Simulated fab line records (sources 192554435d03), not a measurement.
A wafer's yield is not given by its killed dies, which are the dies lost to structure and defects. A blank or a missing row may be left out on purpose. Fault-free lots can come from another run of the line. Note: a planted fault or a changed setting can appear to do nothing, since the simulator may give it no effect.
Matching of chambers / flow n5Finfet / N5_BEOL_M1_ILD_DEP_00 on pecvd-04 has 3 sister chambers
The step deposits SiOC from DEMS/O2, target thk 79 nm, time 15.3 s. 3 wafers are shown with their chamber, then 11 later ones without.

## WAFERS PAIRED WITH THEIR CHAMBERS
wafer=L087.1; chamber=2; throttleValvePct (%)=11.6
wafer=L087.2; chamber=0; throttleValvePct (%)=13.7
wafer=L088.1; chamber=1; throttleValvePct (%)=12.5

## WAFERS WHOSE CHAMBER IS MISSING
wafer=L088.4; throttleValvePct (%)=13.3
wafer=L088.6; throttleValvePct (%)=11.9
wafer=L090.3; throttleValvePct (%)=13.3
wafer=L090.4; throttleValvePct (%)=11.7
wafer=L090.6; throttleValvePct (%)=12.7
wafer=L093.1; throttleValvePct (%)=13.5
wafer=L093.5; throttleValvePct (%)=11.7
wafer=L093.6; throttleValvePct (%)=13.4
wafer=L097.1; throttleValvePct (%)=13.3
wafer=L097.2; throttleValvePct (%)=11.9
wafer=L097.3; throttleValvePct (%)=12.4

## THE CHAMBER EACH PASSED THROUGH
wafer=L088.4; from the rows above=can't be placed: 0 or 1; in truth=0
wafer=L088.6; from the rows above=can't be placed: 2 or 1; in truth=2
wafer=L090.3; from the rows above=can't be placed: 0 or 1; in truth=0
wafer=L090.4; from the rows above=2; in truth=2
wafer=L090.6; from the rows above=1; in truth=1
wafer=L093.1; from the rows above=0; in truth=0
wafer=L093.5; from the rows above=2; in truth=2
wafer=L093.6; from the rows above=0; in truth=0
wafer=L097.1; from the rows above=can't be placed: 0 or 1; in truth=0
wafer=L097.2; from the rows above=can't be placed: 2 or 1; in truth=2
wafer=L097.3; from the rows above=1; in truth=1
6 of 11 placed correctly. Unplaceable from these rows: 5, with the true chamber sitting among the candidates in 5. Wrongly placed: 0.
How it was worked out, from the rows above alone: a wafer's distance from a chamber is the root of the sum, over the readings, of the square of ((its reading less the chamber's mean) divided by the reading's scatter). If the next closest chamber is less than 2 further off than the closest, the wafer can't be placed; otherwise it belongs to the closest. Each chamber's mean is taken over the wafers shown for it. The scatter: with one shown wafer a chamber, the root of the mean of the squares of how far each hidden wafer lies from its nearest shown one.
